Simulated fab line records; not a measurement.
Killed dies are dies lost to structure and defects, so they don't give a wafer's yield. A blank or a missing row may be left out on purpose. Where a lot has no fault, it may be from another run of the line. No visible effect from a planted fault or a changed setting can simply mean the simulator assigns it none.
One fault seen from 3 desks + flow n5Finfet + only its own numbers are on each desk; what lay behind them is given at the end

## THE DEFECT DESK
What the inspections along the route counted, lot by lot: means of the sampled wafers that have a number. If a lot's mean is further than 4 standard deviations from the usual mean, the lot is out of limits and carries the mark OUT (the distance appears in the brackets).
Columns: A = rawDefectCount at N5_BEOL_M3_INSPECT_30, usual 407
| lot  | first seen here | A   |
|------|-----------------|-----|
| L617 | day 7 13:04     | 339 |
| L622 | day 8 12:16     | 329 |
| L624 | day 8 18:36     | 494 |
| L626 | day 9 09:01     | 500 |
| L629 | day 10 09:22    | 508 |
| L633 | day 11 03:23    | 419 |
| L635 | day 11 15:58    | 492 |
Result from this desk: across the 7 lots, nothing is out of limits.

## THE METROLOGY DESK
Lot by lot, what the gauges showed, no matter which tool ran the lot: averages of those sampled wafers that carry a number. If a lot's mean is further than 4 standard deviations from the usual mean, the lot is out of limits and carries the mark OUT (the distance appears in the brackets). Readings shown: 7 of its 12, picked as those furthest out on some lot.
Columns: A = cdNm at N5_BEOL_M3_CD_MEAS_28, usual 25.77 nm; B = V2_OVL at N5_BEOL_M3_OVL_MEAS_29, usual 0.1 nm; C = IOFF_P at N5_BEOL_M4_RC_MEAS_101, usual 0.23 nA/um; D = SS_N at N5_BEOL_M4_RC_MEAS_101, usual 71.7 mV/dec; E = SS_P at N5_BEOL_M4_RC_MEAS_101, usual 73.5 mV/dec; F = VT_N at N5_BEOL_M4_RC_MEAS_101, usual 249 mV; G = VT_P at N5_BEOL_M4_RC_MEAS_101, usual -250 mV
| lot  | first seen here | A     | B    | C    | D    | E    | F   | G    |
|------|-----------------|-------|------|------|------|------|-----|------|
| L617 | day 7 12:59     | 25.74 | 0.0  | 0.17 | 70.7 | 72.3 | 252 | -253 |
| L622 | day 8 12:10     | 25.70 | -0.3 | 0.31 | 71.8 | 73.7 | 243 | -244 |
| L624 | day 8 18:31     | 25.73 | 0.1  | 0.31 | 72.4 | 73.9 | 246 | -244 |
| L626 | day 9 08:55     | 25.92 | 0.1  | 0.18 | 71.4 | 73.2 | 250 | -256 |
| L629 | day 10 09:17    | 25.73 | 0.8  | 0.28 | 72.0 | 74.3 | 248 | -244 |
| L633 | day 11 03:18    | 25.82 | 0.9  | 0.24 | 71.3 | 73.7 | 251 | -249 |
| L635 | day 11 15:52    | 26.10 | 1.0  | 0.22 | 71.6 | 73.4 | 247 | -248 |
Result from this desk: across the 7 lots, nothing is out of limits.

## FOR THE TOOL OWNER'S DESK: rieDiel-06
The tool's own readings at N5_BEOL_M3_VIA_ETCH_34 (etches the open film in C4F6/O2, target depth 69.4 nm, time 65.9 s): means of the sampled wafers that have a number, for each lot that ran on this tool. If a lot's mean is further than 4 standard deviations from the usual mean, the lot is out of limits and carries the mark OUT (the distance appears in the brackets).
Columns: A = drypumpMotorCurrentA at N5_BEOL_M3_VIA_ETCH_34, usual 5.5 A; B = oesProductAu at N5_BEOL_M3_VIA_ETCH_34, usual 0.81 a.u.; C = rfFwdPowerW at N5_BEOL_M3_VIA_ETCH_34, usual 347.0 W; D = rfVppV at N5_BEOL_M3_VIA_ETCH_34, usual 655 V; E = showerheadPlenumPTorr at N5_BEOL_M3_VIA_ETCH_34, usual 2.86 Torr; F = throttleValvePct at N5_BEOL_M3_VIA_ETCH_34, usual 30.67 %
| lot  | first seen here | A   | B    | C     | D   | E    | F     |
|------|-----------------|-----|------|-------|-----|------|-------|
| L622 | day 8 16:29     | 5.3 | 0.86 | 346.9 | 659 | 2.87 | 30.61 |
| L624 | day 8 20:37     | 5.1 | 0.69 | 347.4 | 640 | 2.89 | 30.53 |
| L626 | day 9 11:47     | 5.7 | 0.72 | 348.2 | 640 | 2.80 | 30.48 |
| L629 | day 10 11:08    | 5.7 | 0.72 | 347.4 | 640 | 2.80 | 30.49 |
Result from this desk: across the 4 lots, nothing is out of limits.

## PUT TOGETHER
The defect desk saw nothing out of limits.
Metrology desk: nothing out of limits seen.
The tool owner's desk saw nothing out of limits.

## WHAT THE SIMULATOR PUT IN
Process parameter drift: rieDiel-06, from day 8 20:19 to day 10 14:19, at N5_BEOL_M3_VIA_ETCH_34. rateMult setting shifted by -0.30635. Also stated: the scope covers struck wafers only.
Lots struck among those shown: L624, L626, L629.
